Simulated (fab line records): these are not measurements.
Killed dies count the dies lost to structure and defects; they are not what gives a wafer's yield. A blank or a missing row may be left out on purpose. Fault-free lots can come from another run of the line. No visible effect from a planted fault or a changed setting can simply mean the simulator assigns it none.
Tool commonality check || flow nand harc || 13 lots, 39 wafers sampled

REASON IT WAS OPENED
Flagged at NHARC_P_GATE_CD_MEAS_46: reading cd nm, on 1 of 13 lots. Fault-free wafers read 719.8 nm, with a standard deviation of 2.
Rule: a lot is flagged in two cases, either no wafer of it has a number, or all its wafers with numbers fall more than 4 standard deviations from that mean. The other lots count as sound.

{"lot": "L873", "measured": "day 6 14:35", "on": "cd sem-01", "cd nm (nm), wafer by wafer": "717.9 716.7 719.7", "flag": ""}
{"lot": "L874", "measured": "day 7 00:46", "on": "cd sem-02", "cd nm (nm), wafer by wafer": "718.7 719.5 718.0", "flag": ""}
{"lot": "L875", "measured": "day 7 06:19", "on": "cd sem-01", "cd nm (nm), wafer by wafer": "719.2 723.1 721.5", "flag": ""}
{"lot": "L876", "measured": "day 7 15:33", "on": "cd sem-01", "cd nm (nm), wafer by wafer": "720.2 718.1 719.8", "flag": ""}
{"lot": "L877", "measured": "day 8 01:56", "on": "cd sem-03", "cd nm (nm), wafer by wafer": "719.0 720.3 719.8", "flag": ""}
{"lot": "L878", "measured": "day 8 08:30", "on": "cd sem-03", "cd nm (nm), wafer by wafer": "720.7 718.2 719.7", "flag": ""}
{"lot": "L879", "measured": "day 8 19:50", "on": "cd sem-02", "cd nm (nm), wafer by wafer": "721.6 722.1 719.4", "flag": ""}
{"lot": "L881", "measured": "day 9 20:15", "on": "cd sem-02", "cd nm (nm), wafer by wafer": "690.8 692.9 688.7", "flag": "FLAGGED"}
{"lot": "L889", "measured": "day 12 23:59", "on": "cd sem-02", "cd nm (nm), wafer by wafer": "718.5 722.6 722.1", "flag": ""}
{"lot": "L891", "measured": "day 14 03:43", "on": "cd sem-01", "cd nm (nm), wafer by wafer": "722.1 716.7 718.2", "flag": ""}
{"lot": "L892", "measured": "day 14 08:11", "on": "cd sem-03", "cd nm (nm), wafer by wafer": "721.4 718.2 712.8", "flag": ""}
{"lot": "L893", "measured": "day 14 13:29", "on": "cd sem-01", "cd nm (nm), wafer by wafer": "720.8 720.8 719.3", "flag": ""}
{"lot": "L894", "measured": "day 15 03:23", "on": "cd sem-02", "cd nm (nm), wafer by wafer": "720.6 721.6 719.4", "flag": ""}
On average the flagged lots' numbers are 690.8 nm, which is -29.0 nm against the usual, or -14 standard deviations.

TOOL THAT RAN EACH LOT
The record holds 2 process steps before the reading, out of a route of 1302 steps. Read each cell as the tool, then ch plus the chambers that the sampled wafers visited, then the start.
{"lot": "L873", "flag": "", "NHARC_P_GATE_DEP_103": "pecvd-04 ch 0,2, day 6 02:05", "NHARC_P_GATE_EXPOSE_43": "krf scanner-04 ch 0, day 6 14:26"}
{"lot": "L874", "flag": "", "NHARC_P_GATE_DEP_103": "pecvd-02 ch 0,1, day 6 12:11", "NHARC_P_GATE_EXPOSE_43": "krf scanner-02 ch 0, day 7 00:37"}
{"lot": "L875", "flag": "", "NHARC_P_GATE_DEP_103": "pecvd-04 ch 0,1, day 6 17:46", "NHARC_P_GATE_EXPOSE_43": "krf scanner-02 ch 0, day 7 06:10"}
{"lot": "L876", "flag": "", "NHARC_P_GATE_DEP_103": "pecvd-04 ch 0,1, day 7 02:57", "NHARC_P_GATE_EXPOSE_43": "krf scanner-01 ch 0, day 7 15:23"}
{"lot": "L877", "flag": "", "NHARC_P_GATE_DEP_103": "pecvd-01 ch 0,1,2, day 7 13:31", "NHARC_P_GATE_EXPOSE_43": "krf scanner-01 ch 0, day 8 01:47"}
{"lot": "L878", "flag": "", "NHARC_P_GATE_DEP_103": "pecvd-02 ch 0,1,2, day 7 19:55", "NHARC_P_GATE_EXPOSE_43": "krf scanner-01 ch 0, day 8 08:20"}
{"lot": "L879", "flag": "", "NHARC_P_GATE_DEP_103": "pecvd-04 ch 0,1, day 8 07:22", "NHARC_P_GATE_EXPOSE_43": "krf scanner-02 ch 0, day 8 19:41"}
{"lot": "L881", "flag": "FLAGGED", "NHARC_P_GATE_DEP_103": "pecvd-01 ch 0,2, day 9 07:36", "NHARC_P_GATE_EXPOSE_43": "krf scanner-01 ch 0, day 9 20:06"}
{"lot": "L889", "flag": "", "NHARC_P_GATE_DEP_103": "pecvd-01 ch 0,2, day 12 11:19", "NHARC_P_GATE_EXPOSE_43": "krf scanner-01 ch 0, day 12 23:49"}
{"lot": "L891", "flag": "", "NHARC_P_GATE_DEP_103": "pecvd-01 ch 1,2, day 13 12:56", "NHARC_P_GATE_EXPOSE_43": "krf scanner-02 ch 0, day 14 03:34"}
{"lot": "L892", "flag": "", "NHARC_P_GATE_DEP_103": "pecvd-02 ch 0,1,2, day 13 19:31", "NHARC_P_GATE_EXPOSE_43": "krf scanner-04 ch 0, day 14 08:01"}
{"lot": "L893", "flag": "", "NHARC_P_GATE_DEP_103": "pecvd-04 ch 1,2, day 14 00:53", "NHARC_P_GATE_EXPOSE_43": "krf scanner-04 ch 0, day 14 13:19"}
{"lot": "L894", "flag": "", "NHARC_P_GATE_DEP_103": "pecvd-04 ch 0,1, day 14 14:45", "NHARC_P_GATE_EXPOSE_43": "krf scanner-01 ch 0, day 15 03:13"}
These steps, and what they do:
- NHARC_P_GATE_DEP_103: deposits SiON, target thk 30 nm.
- NHARC_P_GATE_EXPOSE_43: exposes mask P NSD, target cd 720 nm.
- NHARC_P_GATE_CD_MEAS_46: target cd 720 nm.

FLAGGED OVER TOTAL, TOOL BY TOOL (the gauges that took the reading come last)
{"step": "NHARC_P_GATE_DEP_103", "tool": "pecvd-01", "lots run": 4, "flagged": 1, "share of the flagged lots": "all", "sound lots run after its first flagged lot": "2 (L889,L891)"}
{"step": "NHARC_P_GATE_DEP_103", "tool": "pecvd-02", "lots run": 3, "flagged": 0, "share of the flagged lots": "none", "sound lots run after its first flagged lot": "-"}
{"step": "NHARC_P_GATE_DEP_103", "tool": "pecvd-04", "lots run": 6, "flagged": 0, "share of the flagged lots": "none", "sound lots run after its first flagged lot": "-"}
{"step": "NHARC_P_GATE_EXPOSE_43", "tool": "krf scanner-01", "lots run": 6, "flagged": 1, "share of the flagged lots": "all", "sound lots run after its first flagged lot": "2 (L889,L894)"}
{"step": "NHARC_P_GATE_EXPOSE_43", "tool": "krf scanner-02", "lots run": 4, "flagged": 0, "share of the flagged lots": "none", "sound lots run after its first flagged lot": "-"}
{"step": "NHARC_P_GATE_EXPOSE_43", "tool": "krf scanner-04", "lots run": 3, "flagged": 0, "share of the flagged lots": "none", "sound lots run after its first flagged lot": "-"}
{"step": "NHARC_P_GATE_CD_MEAS_46", "tool": "cd sem-01", "lots run": 5, "flagged": 0, "share of the flagged lots": "none", "sound lots run after its first flagged lot": "-"}
{"step": "NHARC_P_GATE_CD_MEAS_46", "tool": "cd sem-02", "lots run": 5, "flagged": 1, "share of the flagged lots": "all", "sound lots run after its first flagged lot": "2 (L889,L894)"}
{"step": "NHARC_P_GATE_CD_MEAS_46", "tool": "cd sem-03", "lots run": 3, "flagged": 0, "share of the flagged lots": "none", "sound lots run after its first flagged lot": "-"}

THE TABLE: WHAT IT ALLOWS
Rows of the table that ran every flagged lot, 3 in all: pecvd-01 at NHARC_P_GATE_DEP_103, krf scanner-01 at NHARC_P_GATE_EXPOSE_43, cd sem-02 at NHARC_P_GATE_CD_MEAS_46.
- pecvd-01 at NHARC_P_GATE_DEP_103: 1 of its 4 lots flagged. Lots that were sound ran on it after the first flagged one (L889, L891); a persistent fault on the entire tool would not allow that.
- krf scanner-01 at NHARC_P_GATE_EXPOSE_43: 1 of its 6 lots flagged. Lots that were sound ran on it after the first flagged one (L889, L894); a persistent fault on the entire tool would not allow that.
- cd sem-02 at NHARC_P_GATE_CD_MEAS_46: 1 of its 5 lots flagged. Lots that were sound ran on it after the first flagged one (L889, L894); a persistent fault on the entire tool would not allow that.
There is no row in the table that ran each flagged lot and no sound lot after the first.

WHAT THE SIMULATOR PUT IN
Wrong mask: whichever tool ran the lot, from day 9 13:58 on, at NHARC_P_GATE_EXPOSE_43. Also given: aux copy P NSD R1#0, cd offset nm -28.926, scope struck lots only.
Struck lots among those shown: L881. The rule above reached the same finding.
